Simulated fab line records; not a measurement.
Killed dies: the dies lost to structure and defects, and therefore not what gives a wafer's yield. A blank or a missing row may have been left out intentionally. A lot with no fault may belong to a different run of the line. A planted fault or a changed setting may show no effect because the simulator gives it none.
Matching of chambers -- flow nandHarc -- NHARC_P_GATE_DEP_103 on pecvd-01: 3 sister chambers
The step deposits SiON, target thk 30 nm. 16 wafers are shown with their chamber, then 8 later ones without.

WAFERS WITH THEIR CHAMBER
wafer,chamber,heaterPowerW (W)
L225.1,1,781
L225.3,2,665
L225.6,2,713
L229.4,1,731
L229.5,0,735
L229.6,2,666
L234.1,2,713
L234.5,1,737
L234.6,0,798
L237.1,2,661
L237.3,1,782
L237.5,1,761
L238.1,2,690
L238.4,2,705
L238.5,1,672
L236.1,1,649

SIGNATURES (means of the wafers above)
reading,chamber 0,chamber 1,chamber 2,scatter within a chamber
heaterPowerW,766.50,730.43,687.57,40.7
Rule: for a wafer and a chamber, the distance is found by dividing, reading by reading, the gap between the wafer's reading and the chamber's mean by the reading's scatter, squaring, summing and taking the root. The wafer belongs to the nearest chamber; if the next one is less than 2 further off, it can't be placed. The scatter: take each reading less its chamber's mean, square it, sum over the shown wafers, divide by the number of wafers less the number of chambers, and take the root.

WAFERS WITHOUT THEIR CHAMBER
wafer,heaterPowerW (W)
L236.5,806
L236.6,663
L244.1,719
L244.3,790
L244.6,791
L247.1,779
L247.2,722
L247.5,712

EACH ONE'S CHAMBER
wafer,from the rows above,in truth
L236.5,can't be placed: 0 or 1 or 2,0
L236.6,can't be placed: 2 or 1 or 0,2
L244.1,can't be placed: 1 or 2 or 0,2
L244.3,can't be placed: 0 or 1 or 2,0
L244.6,can't be placed: 0 or 1 or 2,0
L247.1,can't be placed: 0 or 1 or 2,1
L247.2,can't be placed: 1 or 2 or 0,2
L247.5,can't be placed: 1 or 2 or 0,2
0 of 8 placed correctly. Unplaceable from these rows: 8, with the true chamber sitting among the candidates in 8. Wrongly placed: 0.
